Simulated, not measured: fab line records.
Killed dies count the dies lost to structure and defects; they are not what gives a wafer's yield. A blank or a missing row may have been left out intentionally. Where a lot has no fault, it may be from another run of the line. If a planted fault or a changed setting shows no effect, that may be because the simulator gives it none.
Split-lot study | flow n5-finfet | 21 wafers read from 7 lots, route of 1938 steps

## SPLIT DETAILS
At N5_BEOL_M9_EXPOSE_25 (exposes mask V8), the setting dose-mj was moved away from the recipe's 37.25 on 7 of the 21 wafers read, by -5.6% to +6.5%. The other wafers ran this setting at the recipe's value.

## FROM THE SPLIT TO THE READING: what the file shows between them, 2 steps
- N5_BEOL_M9_PEB_26: peb time 60 s
- N5_BEOL_M9_DEVELOP_27: develop time 30 s

## THE READING
Shown in nm: cd-nm at N5_BEOL_M9_CD_MEAS_28, with target cd 70 nm. Fault-free wafers of this fab line usually give 70.0 nm, standard deviation 0.31 nm.

wafer  | tool, chamber at the split | dose-mj as run | against the recipe | cd-nm, nm | against lot-mates on the recipe
L082.1 | euv-scanner-01, 0          | 37.25          | recipe             | 69.9      | -
L082.2 | euv-scanner-01, 0          | 37.25          | recipe             | 69.6      | -
L082.6 | euv-scanner-01, 0          | 39.68          | +6.5%              | 71.3      | +1.5
L083.1 | euv-scanner-02, 0          | 35.97          | -3.4%              | 69.2      | -1.0
L083.4 | euv-scanner-02, 0          | 37.25          | recipe             | 70.5      | -
L083.6 | euv-scanner-02, 0          | 37.25          | recipe             | 69.9      | -
L087.1 | euv-scanner-02, 0          | 37.25          | recipe             | 70.4      | -
L087.4 | euv-scanner-02, 0          | 37.25          | recipe             | 70.0      | -
L087.6 | euv-scanner-02, 0          | 37.25          | recipe             | 70.1      | -
L090.2 | euv-scanner-02, 0          | 37.25          | recipe             | 70.2      | -
L090.3 | euv-scanner-02, 0          | 37.25          | recipe             | 70.5      | -
L090.5 | euv-scanner-02, 0          | 37.25          | recipe             | 70.1      | -
L092.1 | euv-scanner-02, 0          | 37.25          | recipe             | 70.2      | -
L092.3 | euv-scanner-02, 0          | 35.16          | -5.6%              | 69.0      | -1.0
L092.5 | euv-scanner-02, 0          | 37.25          | recipe             | 69.8      | -
L093.3 | euv-scanner-02, 0          | 37.25          | recipe             | 69.3      | -
L093.4 | euv-scanner-02, 0          | 39.48          | +6.0%              | 71.2      | +1.9
L093.6 | euv-scanner-02, 0          | 39.48          | +6.0%              | 70.8      | +1.5
L094.1 | euv-scanner-02, 0          | 37.25          | recipe             | 69.5      | -
L094.5 | euv-scanner-02, 0          | 36.08          | -3.1%              | 69.3      | -0.2
L094.6 | euv-scanner-02, 0          | 36.08          | -3.1%              | 69.2      | -0.3

THE FIT
A straight line over all 21 wafers: cd-nm changes by +0.19 nm for each +1% of dose-mj; r = +0.88; the points scatter about the line by 0.32 nm.
The same after taking each lot's own level away (the mean of its wafers on the recipe; 21 wafers): +0.23 nm for each +1%; r = +0.94; scatter 0.25 nm.
On that fit, the largest move of dose-mj shifts the reading by 1.5 nm.
The lots' own levels span 69.30 to 70.27 nm, that is 3.1 times the standard deviation above.
Thus the slope moves with the lot-to-lot level: the two fits are different.
Check: +1.6 nm against its lot-mates is what the line predicts for one of the wafers moved furthest among these (+6.5%) when that wafer is left out of the fit. It came out at +1.55 nm against them.

## FILE'S OWN FIT
cd-nm changes by +0.226 nm for each +1% of dose-mj, r = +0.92.
